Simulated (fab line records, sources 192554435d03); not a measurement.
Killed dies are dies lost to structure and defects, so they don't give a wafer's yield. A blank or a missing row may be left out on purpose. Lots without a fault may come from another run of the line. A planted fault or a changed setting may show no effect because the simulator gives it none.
Which tool did it? | flow n5_finfet | 7 lots, 18 wafers sampled, at 2 steps of a route of 1938

WHAT THE GAUGES READ, wafer by wafer
N5_BEOL_M2_INSPECT_59: inspects for defects (darkfield).
lot  | measured     | on                | raw_defect_count
L513 | day 7 18:00  | defect_inspect-01 | 112 61 54
L514 | day 8 05:28  | defect_inspect-02 | 60 90 62
L519 | day 9 04:28  | defect_inspect-01 | 80 60
L521 | day 10 14:38 | defect_inspect-02 | 80 103
L528 | day 11 12:06 | defect_inspect-02 | 72 35 62
L531 | day 12 05:35 | defect_inspect-02 | 74 64 49
L533 | day 13 07:46 | defect_inspect-01 | 43 55

WHICH TOOL RAN EACH LOT (tool, then ch and the chambers of the sampled wafers, then the start)
lot  | N5_BEOL_M2_PRE_CLEAN_60
L513 | cvd_co-01 ch 0,1,2, day 7 17:46
L514 | cvd_co-01 ch 0,2, day 8 05:12
L519 | cvd_co-02 ch 1,2, day 9 04:13
L521 | cvd_co-01 ch 2, day 10 14:23
L528 | cvd_co-02 ch 0,2, day 11 11:51
L531 | cvd_co-01 ch 0,1,2, day 12 05:18
L533 | cvd_co-01 ch 0,2, day 13 07:31
- N5_BEOL_M2_PRE_CLEAN_60: time 15 s.

THE ANSWER, worked out from the rows above alone
Rule: what is usual is taken from the lots themselves. Put in order of their means at a reading, lots are off if they are a third of the lots or fewer, leave a main group of 4 or more, and stand apart from it by a gap of 3 or more times the standard deviation of the main group's means; of several such gaps the widest counts. A main group whose means are all the same, to the digits that the tables above print for the reading, isn't used. A lot without any number at a reading at which 4 lots or more have one is off too. The other lots that the step has rows for count as sound.
No lot is off at any reading shown: from this, nothing can be told.

WHAT THE SIMULATOR HAD PUT IN
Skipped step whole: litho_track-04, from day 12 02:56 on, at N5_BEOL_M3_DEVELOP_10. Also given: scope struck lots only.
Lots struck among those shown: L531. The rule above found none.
